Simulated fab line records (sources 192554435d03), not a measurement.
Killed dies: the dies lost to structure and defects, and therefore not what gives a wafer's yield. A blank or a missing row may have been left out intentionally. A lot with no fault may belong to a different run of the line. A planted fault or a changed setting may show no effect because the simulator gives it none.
Matching of chambers :: flow n5Finfet :: 4 sister chambers for N5_BEOL_M5_DESCUM_16 on rieDiel-03
The step chemistry O2, time 7 s. 8 wafers are shown with their chamber, then 9 later ones without.

== WAFERS PAIRED WITH THEIR CHAMBERS ==
wafer: L084.2
chamber: 1
showerheadPlenumPTorr (Torr): 2.14
throttleValvePct (%): 20.12

wafer: L084.4
chamber: 2
showerheadPlenumPTorr (Torr): 1.99
throttleValvePct (%): 20.36

wafer: L089.1
chamber: 3
showerheadPlenumPTorr (Torr): 2.01
throttleValvePct (%): 20.46

wafer: L089.5
chamber: 1
showerheadPlenumPTorr (Torr): 2.13
throttleValvePct (%): 20.14

wafer: L089.6
chamber: 0
showerheadPlenumPTorr (Torr): 2.00
throttleValvePct (%): 20.63

wafer: L090.1
chamber: 0
showerheadPlenumPTorr (Torr): 2.00
throttleValvePct (%): 20.64

wafer: L090.3
chamber: 3
showerheadPlenumPTorr (Torr): 2.01
throttleValvePct (%): 20.46

wafer: L090.4
chamber: 2
showerheadPlenumPTorr (Torr): 1.99
throttleValvePct (%): 20.39

== WAFERS WHOSE CHAMBER IS MISSING ==
wafer: L094.1
showerheadPlenumPTorr (Torr): 1.99
throttleValvePct (%): 20.40

wafer: L094.5
showerheadPlenumPTorr (Torr): 1.99
throttleValvePct (%): 20.64

wafer: L094.6
showerheadPlenumPTorr (Torr): 2.13
throttleValvePct (%): 20.17

wafer: L096.1
showerheadPlenumPTorr (Torr): 1.98
throttleValvePct (%): 20.42

wafer: L096.4
showerheadPlenumPTorr (Torr): 2.13
throttleValvePct (%): 20.16

wafer: L096.5
showerheadPlenumPTorr (Torr): 1.98
throttleValvePct (%): 20.43

wafer: L097.1
showerheadPlenumPTorr (Torr): 2.12
throttleValvePct (%): 20.16

wafer: L097.3
showerheadPlenumPTorr (Torr): 1.98
throttleValvePct (%): 20.44

wafer: L097.5
showerheadPlenumPTorr (Torr): 2.13
throttleValvePct (%): 20.18

== EACH ONE'S CHAMBER ==
wafer: L094.1
from the rows above: 2
in truth: 2

wafer: L094.5
from the rows above: 0
in truth: 0

wafer: L094.6
from the rows above: 1
in truth: 1

wafer: L096.1
from the rows above: 2
in truth: 2

wafer: L096.4
from the rows above: 1
in truth: 1

wafer: L096.5
from the rows above: 2
in truth: 2

wafer: L097.1
from the rows above: 1
in truth: 1

wafer: L097.3
from the rows above: 2
in truth: 2

wafer: L097.5
from the rows above: 1
in truth: 1
9 of 9 placed correctly. Can't be placed from these rows: 0. 0 placed wrongly.
How it was worked out, from the rows above alone: a wafer's distance from a chamber is the root of the sum, over the readings, of the square of ((its reading less the chamber's mean) divided by the reading's scatter). If the next closest chamber is less than 2 further off than the closest, the wafer can't be placed; otherwise it belongs to the closest. A chamber's mean is the mean of its shown wafers. The scatter: the root of (the sum of the squares of (reading less its chamber's mean) over the shown wafers, divided by (wafers less chambers)).
